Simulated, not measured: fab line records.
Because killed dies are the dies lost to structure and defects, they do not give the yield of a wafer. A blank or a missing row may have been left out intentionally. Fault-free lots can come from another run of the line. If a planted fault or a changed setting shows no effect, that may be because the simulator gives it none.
What tool caused it? | flow nand-harc | 13 lots with 39 wafers sampled at 6 steps, on a route of 1302 steps

## WHAT EACH GAUGE READ, for each wafer
NHARC_A_DECK1_JOINT_THK_MEAS_14: measures by ellipsometry. Usual: thk-nm 51.0 nm, standard deviation 1.6.
lot  | measured     | on            | thk-nm (nm)    | flag
L426 | day 11 15:08 | film-metro-01 | 49.3 48.9 52.4 |
L427 | day 12 07:02 | film-metro-01 | 52.4 51.1 48.4 |
L430 | day 12 23:51 | film-metro-02 | 50.6 48.8 49.7 |
L428 | day 12 23:51 | film-metro-01 | 50.5 48.3 52.4 |
L431 | day 13 18:56 | film-metro-01 | 52.6 48.9 52.1 |
L432 | day 14 05:27 | film-metro-01 | 50.6 53.5 53.0 |
L433 | day 14 20:03 | film-metro-01 | 51.6 50.7 51.5 |
L434 | day 14 20:03 | film-metro-02 | 50.9 52.2 53.7 |
L442 | day 18 03:02 | film-metro-01 | 53.5 53.8 48.6 |
L443 | day 18 17:34 | film-metro-01 | 49.9 51.4 51.0 |
L444 | day 19 01:23 | film-metro-01 | 51.1 53.7 51.1 |
L447 | day 20 10:35 | film-metro-02 | 49.5 51.1 51.0 |
L448 | day 21 02:04 | film-metro-02 | 49.7 50.3 49.1 |

NHARC_A_ONON_D2_THK_MEAS_11: measures by ellipsometry. Usual: thk-nm 998 nm, standard deviation 11.
lot  | measured     | on            | thk-nm (nm)    | flag
L426 | day 12 17:44 | film-metro-01 | 1007 1005 1005 |
L427 | day 13 11:40 | film-metro-02 | 979 982 979    |
L430 | day 14 00:02 | film-metro-02 | 989 989 988    |
L428 | day 14 00:32 | film-metro-01 | 996 996 996    |
L431 | day 14 20:09 | film-metro-01 | 1010 1012 1010 |
L432 | day 15 07:10 | film-metro-02 | 984 983 983    |
L433 | day 15 20:07 | film-metro-02 | 995 996 994    |
L434 | day 15 20:19 | film-metro-01 | 1005 1005 1005 |
L442 | day 19 04:48 | film-metro-02 | 1001 1002 1001 |
L443 | day 19 20:32 | film-metro-02 | 1016 1017 1016 |
L444 | day 20 02:58 | film-metro-01 | 994 996 994    |
L447 | day 21 12:13 | film-metro-02 | 986 985 986    |
L448 | day 22 11:33 | film-metro-02 | 991 992 990    |

NHARC_A_ONON_D2_THK_MEAS_24: measures by ellipsometry. Usual: thk-nm 1001 nm, standard deviation 8.
lot  | measured     | on            | thk-nm (nm)    | flag
L426 | day 13 02:50 | film-metro-01 | 1013 1014 1013 |
L427 | day 14 01:05 | film-metro-01 | 1005 1003 1004 |
L430 | day 14 10:10 | film-metro-02 | 1010 1009 1010 |
L428 | day 14 10:22 | film-metro-01 | 1000 1000 1001 |
L431 | day 15 05:31 | film-metro-01 | 1008 1007 1007 |
L432 | day 15 18:22 | film-metro-02 | 1009 1008 1009 |
L433 | day 16 06:01 | film-metro-02 | 996 993 995    |
L434 | day 16 06:02 | film-metro-01 | 987 988 987    |
L442 | day 19 16:31 | film-metro-01 | 1629 1628 1627 | OFF
L443 | day 20 06:03 | film-metro-02 | 1609 1610 1611 | OFF
L444 | day 20 12:04 | film-metro-01 | 992 994 995    |
L447 | day 21 22:05 | film-metro-01 | 994 995 994    |
L448 | day 22 21:55 | film-metro-02 | 997 995 996    |

NHARC_END_SORT_01. Usual: killed-at-array 56, standard deviation 19; killed-at-other 1.0, standard deviation 1.3; killed-at-periphery 3.8, standard deviation 2.2; killed-dies 61, standard deviation 19; killed-open 3.1, standard deviation 1.9; killed-short 2.3, standard deviation 1.5.
lot  | measured     | on        | killed-at-array | killed-at-other | killed-at-periphery | killed-dies | killed-open | killed-short | flag
L442 | day 31 20:24 | prober-01 | 674 671 671     | 0 0 0           | 3 6 6               | 677 677 677 | 2 7 6       | 4 1 1        | OFF
L443 | day 32 00:27 | prober-02 | 674 675 677     | 1 0 0           | 2 2 0               | 677 677 677 | 4 1 4       | 0 0 2        | OFF

## WHAT TOOL EACH LOT RAN ON (gives the tool, then ch and the chambers of the sampled wafers, and finally the start)
lot  | NHARC_A_CHANNEL_FILL_D1_CMP_10 | NHARC_A_ONON_D2_DEP_22
L426 | cmp-03 ch 1,2,3, day 11 02:39  | pecvd-onon-01 ch 0, day 13 02:19
L427 | cmp-02 ch 0,2,3, day 11 20:08  | pecvd-onon-02 ch 0, day 14 00:34
L430 | cmp-01 ch 0,2,3, day 12 12:53  | pecvd-onon-02 ch 0, day 14 09:39
L428 | cmp-01 ch 0,2,3, day 12 13:04  | pecvd-onon-01 ch 0, day 14 09:59
L431 | cmp-02 ch 0,2,3, day 13 07:59  | pecvd-onon-01 ch 0, day 15 05:03
L432 | cmp-03 ch 0,1,2, day 13 18:26  | pecvd-onon-01 ch 0, day 15 17:58
L433 | cmp-02 ch 0,3, day 14 09:13    | pecvd-onon-04 ch 0, day 16 05:38
L434 | cmp-01 ch 0,1,2, day 14 09:14  | pecvd-onon-02 ch 0, day 16 05:31
L442 | cmp-02 ch 0,1,3, day 17 15:14  | pecvd-onon-02 ch 0, day 19 16:01
L443 | cmp-02 ch 1,3, day 18 06:31    | pecvd-onon-02 ch 0, day 20 05:39
L444 | cmp-02 ch 0,2,3, day 18 14:02  | pecvd-onon-01 ch 0, day 20 11:35
L447 | cmp-01 ch 0,1, day 19 23:35    | pecvd-onon-01 ch 0, day 21 21:35
L448 | cmp-03 ch 0,1,2, day 20 12:42  | pecvd-onon-04 ch 0, day 22 21:24
- NHARC_A_CHANNEL_FILL_D1_CMP_10: polishes, target thk 150 nm.
- NHARC_A_ONON_D2_DEP_22: target thk 1000 nm.

## AS READ BY THE TOOLS THEMSELVES (means over the sampled wafers that have a number; for cases with no such wafer, the mark the record gives instead)
NHARC_A_CHANNEL_FILL_D1_CMP_10. Usual: motor-current-A 11.9 A, standard deviation 1.1; time-to-endpoint-s 16.2 s, standard deviation 2.6.
lot  | tool   | motor-current-A (A) | time-to-endpoint-s (s) | flag
L426 | cmp-03 | 12.0                | 15.8                   |
L427 | cmp-02 | 12.2                | 16.9                   |
L430 | cmp-01 | 11.1                | 17.7                   |
L428 | cmp-01 | 10.8                | 16.1                   |
L431 | cmp-02 | 12.3                | 18.0                   |
L432 | cmp-03 | 11.7                | 14.6                   |
L433 | cmp-02 | 11.5                | 14.0                   |
L434 | cmp-01 | 12.3                | 10.3                   |
L442 | cmp-02 | 11.7                | 15.9                   |
L443 | cmp-02 | 10.8                | 19.0                   |
L444 | cmp-02 | 12.3                | 18.0                   |
L447 | cmp-01 | 11.9                | 16.4                   |
L448 | cmp-03 | 11.4                | 16.6                   |

NHARC_A_ONON_D2_DEP_22. Usual: nh3-flow-sccm 499.8 sccm, standard deviation 1.5.
lot  | tool          | nh3-flow-sccm (sccm) | flag
L426 | pecvd-onon-01 | 498.5                |
L427 | pecvd-onon-02 | 500.1                |
L430 | pecvd-onon-02 | 499.4                |
L428 | pecvd-onon-01 | 500.8                |
L431 | pecvd-onon-01 | 501.5                |
L432 | pecvd-onon-01 | 501.9                |
L433 | pecvd-onon-04 | 499.5                |
L434 | pecvd-onon-02 | 498.4                |
L442 | pecvd-onon-02 | 498.7                |
L443 | pecvd-onon-02 | 497.9                |
L444 | pecvd-onon-01 | 500.8                |
L447 | pecvd-onon-01 | 500.0                |
L448 | pecvd-onon-04 | 499.6                |

## THE ANSWER, worked out from the rows above alone
Rule: take the mean of a lot's wafers that have a number; if it is more than 3 standard deviations from the usual mean, the lot is off. A lot without any number at a reading at which 4 lots or more have one is off too. All remaining lots with rows at the step are treated as sound. Order of review: gauges by route order, followed by the tools' own readings, for which a lot's mean as printed above is used. At the first step where some lot is off, the reading lying furthest off is the one used; lots without a number count as furthest.
Off: L442, L443 (NHARC_A_ONON_D2_THK_MEAS_24, thk-nm).
If a tool, at a process step before that reading, ran all the lots that are off and no sound lot after the first of them, it fits. Not tried: the gauges at NHARC_A_ONON_D2_THK_MEAS_24; whatever is off there is also off at NHARC_END_SORT_01, on other tools, and gauge error can't account for it. One fits: pecvd-onon-02 at NHARC_A_ONON_D2_DEP_22. Its last sound lot is L434 (day 16 05:31), its first lot that is off L442 (day 19 16:01): a fault that began between those two fits.

## WHAT THE SIMULATOR HAD INSERTED
pecvd-onon-02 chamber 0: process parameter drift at NHARC_A_ONON_D2_DEP_22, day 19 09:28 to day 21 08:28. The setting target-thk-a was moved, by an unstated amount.
Shown lots that were struck: L442, L443. The rule given above showed the same thing.
